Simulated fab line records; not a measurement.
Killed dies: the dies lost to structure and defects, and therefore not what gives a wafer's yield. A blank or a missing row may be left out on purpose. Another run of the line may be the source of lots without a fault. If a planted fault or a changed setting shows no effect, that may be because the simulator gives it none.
Lot-split experiment || flow n5-finfet || 7 lots, 21 wafers read, on a route of 1938 steps

## SPLIT DETAILS
At N5_DUMMY_GATE_CVD_03 (deposits a-Si from SiH4, target thk 150 nm, time 8042 s), the setting temp-c was moved away from the recipe's 530 C on 15 of the 21 wafers read, by -2.2% to +4.1%. This setting was run at the recipe's value on the other wafers.

The reading comes from the split's own step.

## THE READING
a-Si_of_DUMMY_GATE_CVD_03.thk-nm (the simulator's own value, which no gauge read), in nm, at N5_DUMMY_GATE_CVD_03 (deposits a-Si from SiH4, target thk 150 nm, time 8042 s). No usual value for it is given in the file. The 6 wafers here that ran the recipe average 150.5 nm, standard deviation 2.9 nm.

{"wafer": "L077.1", "tool, chamber at the split": "-, -", "temp-c as run, C": 551.8, "against the recipe": "+4.1%", "a-Si_of_DUMMY_GATE_CVD_03.thk-nm, nm": 274.4, "against lot-mates on the recipe": "no lot-mate on the recipe"}
{"wafer": "L077.2", "tool, chamber at the split": "-, -", "temp-c as run, C": 551.8, "against the recipe": "+4.1%", "a-Si_of_DUMMY_GATE_CVD_03.thk-nm, nm": 274, "against lot-mates on the recipe": "no lot-mate on the recipe"}
{"wafer": "L077.5", "tool, chamber at the split": "-, -", "temp-c as run, C": 551.8, "against the recipe": "+4.1%", "a-Si_of_DUMMY_GATE_CVD_03.thk-nm, nm": 275.6, "against lot-mates on the recipe": "no lot-mate on the recipe"}
{"wafer": "L079.4", "tool, chamber at the split": "-, -", "temp-c as run, C": 518.2, "against the recipe": "-2.2%", "a-Si_of_DUMMY_GATE_CVD_03.thk-nm, nm": 106.2, "against lot-mates on the recipe": "no lot-mate on the recipe"}
{"wafer": "L079.5", "tool, chamber at the split": "-, -", "temp-c as run, C": 518.2, "against the recipe": "-2.2%", "a-Si_of_DUMMY_GATE_CVD_03.thk-nm, nm": 106.2, "against lot-mates on the recipe": "no lot-mate on the recipe"}
{"wafer": "L079.6", "tool, chamber at the split": "-, -", "temp-c as run, C": 518.2, "against the recipe": "-2.2%", "a-Si_of_DUMMY_GATE_CVD_03.thk-nm, nm": 106.2, "against lot-mates on the recipe": "no lot-mate on the recipe"}
{"wafer": "L082.1", "tool, chamber at the split": "lpcvd-01, 1/65", "temp-c as run, C": 530, "against the recipe": "recipe", "a-Si_of_DUMMY_GATE_CVD_03.thk-nm, nm": 152.8, "against lot-mates on the recipe": "-"}
{"wafer": "L082.4", "tool, chamber at the split": "lpcvd-01, 1/79", "temp-c as run, C": 530, "against the recipe": "recipe", "a-Si_of_DUMMY_GATE_CVD_03.thk-nm, nm": 153.8, "against lot-mates on the recipe": "-"}
{"wafer": "L082.5", "tool, chamber at the split": "lpcvd-01, 1/84", "temp-c as run, C": 530, "against the recipe": "recipe", "a-Si_of_DUMMY_GATE_CVD_03.thk-nm, nm": 153.4, "against lot-mates on the recipe": "-"}
{"wafer": "L086.1", "tool, chamber at the split": "-, -", "temp-c as run, C": 536.7, "against the recipe": "+1.3%", "a-Si_of_DUMMY_GATE_CVD_03.thk-nm, nm": 181.2, "against lot-mates on the recipe": "no lot-mate on the recipe"}
{"wafer": "L086.3", "tool, chamber at the split": "-, -", "temp-c as run, C": 536.7, "against the recipe": "+1.3%", "a-Si_of_DUMMY_GATE_CVD_03.thk-nm, nm": 182, "against lot-mates on the recipe": "no lot-mate on the recipe"}
{"wafer": "L086.5", "tool, chamber at the split": "-, -", "temp-c as run, C": 536.7, "against the recipe": "+1.3%", "a-Si_of_DUMMY_GATE_CVD_03.thk-nm, nm": 182.2, "against lot-mates on the recipe": "no lot-mate on the recipe"}
{"wafer": "L087.2", "tool, chamber at the split": "-, -", "temp-c as run, C": 543.3, "against the recipe": "+2.5%", "a-Si_of_DUMMY_GATE_CVD_03.thk-nm, nm": 217.6, "against lot-mates on the recipe": "no lot-mate on the recipe"}
{"wafer": "L087.5", "tool, chamber at the split": "-, -", "temp-c as run, C": 543.3, "against the recipe": "+2.5%", "a-Si_of_DUMMY_GATE_CVD_03.thk-nm, nm": 217.6, "against lot-mates on the recipe": "no lot-mate on the recipe"}
{"wafer": "L087.3", "tool, chamber at the split": "-, -", "temp-c as run, C": 543.3, "against the recipe": "+2.5%", "a-Si_of_DUMMY_GATE_CVD_03.thk-nm, nm": 216.6, "against lot-mates on the recipe": "no lot-mate on the recipe"}
{"wafer": "L093.1", "tool, chamber at the split": "-, -", "temp-c as run, C": 530, "against the recipe": "recipe", "a-Si_of_DUMMY_GATE_CVD_03.thk-nm, nm": 146.6, "against lot-mates on the recipe": "-"}
{"wafer": "L093.5", "tool, chamber at the split": "-, -", "temp-c as run, C": 530, "against the recipe": "recipe", "a-Si_of_DUMMY_GATE_CVD_03.thk-nm, nm": 148.6, "against lot-mates on the recipe": "-"}
{"wafer": "L093.6", "tool, chamber at the split": "-, -", "temp-c as run, C": 530, "against the recipe": "recipe", "a-Si_of_DUMMY_GATE_CVD_03.thk-nm, nm": 147.8, "against lot-mates on the recipe": "-"}
{"wafer": "L097.1", "tool, chamber at the split": "-, -", "temp-c as run, C": 542.2, "against the recipe": "+2.3%", "a-Si_of_DUMMY_GATE_CVD_03.thk-nm, nm": 209, "against lot-mates on the recipe": "no lot-mate on the recipe"}
{"wafer": "L097.4", "tool, chamber at the split": "-, -", "temp-c as run, C": 542.2, "against the recipe": "+2.3%", "a-Si_of_DUMMY_GATE_CVD_03.thk-nm, nm": 208.2, "against lot-mates on the recipe": "no lot-mate on the recipe"}
{"wafer": "L097.6", "tool, chamber at the split": "-, -", "temp-c as run, C": 542.2, "against the recipe": "+2.3%", "a-Si_of_DUMMY_GATE_CVD_03.thk-nm, nm": 208.6, "against lot-mates on the recipe": "no lot-mate on the recipe"}

FIT RESULTS
A straight line over all 21 wafers: a-Si_of_DUMMY_GATE_CVD_03.thk-nm changes by +26.2 nm for each +1% of temp-c; r = +0.99; the points scatter about the line by 7.8 nm.
Too few moved wafers with a lot-mate on the recipe to fit a line net of each lot's own level.

## THE WHOLE CHAIN: every reading that the file lists as answering this split, in the file's order
{"step": "N5_DUMMY_GATE_CVD_03", "what it does": "deposits a-Si from SiH4, target thk 150 nm, time 8042 s", "reading": "a-Si_of_DUMMY_GATE_CVD_03.thk-nm (the simulator's own value, which no gauge read)", "change (the file's fit)": "+26.2 nm for each +1% of the setting", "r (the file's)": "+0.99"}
{"step": "N5_DUMMY_GATE_CMP_04", "what it does": "polishes a-Si", "reading": "time-to-endpoint-s", "change (the file's fit)": "withheld for each +1% of the setting", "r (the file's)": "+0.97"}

## THE FILE'S OWN FIT
a-Si_of_DUMMY_GATE_CVD_03.thk-nm changes by +26.2 nm for each +1% of temp-c, r = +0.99.
